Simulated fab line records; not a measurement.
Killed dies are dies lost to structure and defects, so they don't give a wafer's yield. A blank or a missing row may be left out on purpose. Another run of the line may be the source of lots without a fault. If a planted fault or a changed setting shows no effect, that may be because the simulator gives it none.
Chamber matching | flow n5 finfet | rie diel-01 running N5_BEOL_M2_ETCHBACK_99: 4 sister chambers
The step etches SiO2 in CHF3, target depth 5 nm, time 10.4 s. 8 wafers are shown with their chamber, then 12 later ones without.

## WAFERS PAIRED WITH THEIR CHAMBERS
wafer  | chamber | throttle valve pct (%) | showerhead plenum p Torr (Torr)
L082.4 | 2       | 16.83                  | 2.07
L084.5 | 1       | 17.26                  | 2.13
L085.3 | 1       | 17.26                  | 2.13
L086.3 | 3       | 16.72                  | 2.08
L086.6 | 0       | 17.54                  | 2.13
L087.1 | 3       | 16.74                  | 2.08
L087.3 | 2       | 16.84                  | 2.06
L087.6 | 0       | 17.53                  | 2.13

## WAFERS MISSING THEIR CHAMBER
wafer  | throttle valve pct (%) | showerhead plenum p Torr (Torr)
L093.1 | 16.87                  | 2.06
L093.3 | 16.76                  | 2.08
L093.4 | 16.86                  | 2.06
L091.2 | 16.86                  | 2.06
L091.5 | 17.30                  | 2.12
L091.6 | 16.87                  | 2.06
L094.1 | 17.29                  | 2.12
L094.5 | 17.32                  | 2.12
L094.6 | 16.87                  | 2.06
L095.3 | 16.88                  | 2.06
L095.4 | 17.32                  | 2.12
L095.6 | 16.76                  | 2.07

## WHICH CHAMBER EACH WENT THROUGH
wafer  | from the rows above | in truth
L093.1 | 2                   | 2
L093.3 | 3                   | 3
L093.4 | 2                   | 2
L091.2 | 2                   | 2
L091.5 | 1                   | 1
L091.6 | 2                   | 2
L094.1 | 1                   | 1
L094.5 | 1                   | 1
L094.6 | 2                   | 2
L095.3 | 2                   | 2
L095.4 | 1                   | 1
L095.6 | 3                   | 3
Correct placement for 12 of the 12. Not placeable from these rows: 0. Number placed wrongly: 0.
How it was worked out, from the rows above alone: a wafer's distance from a chamber is the root of the sum, over the readings, of the square of ((its reading less the chamber's mean) divided by the reading's scatter). If the next closest chamber is less than 2 further off than the closest, the wafer can't be placed; otherwise it belongs to the closest. Each chamber's mean is taken over the wafers shown for it. The scatter: the root of (the sum of the squares of (reading less its chamber's mean) over the shown wafers, divided by (wafers less chambers)).
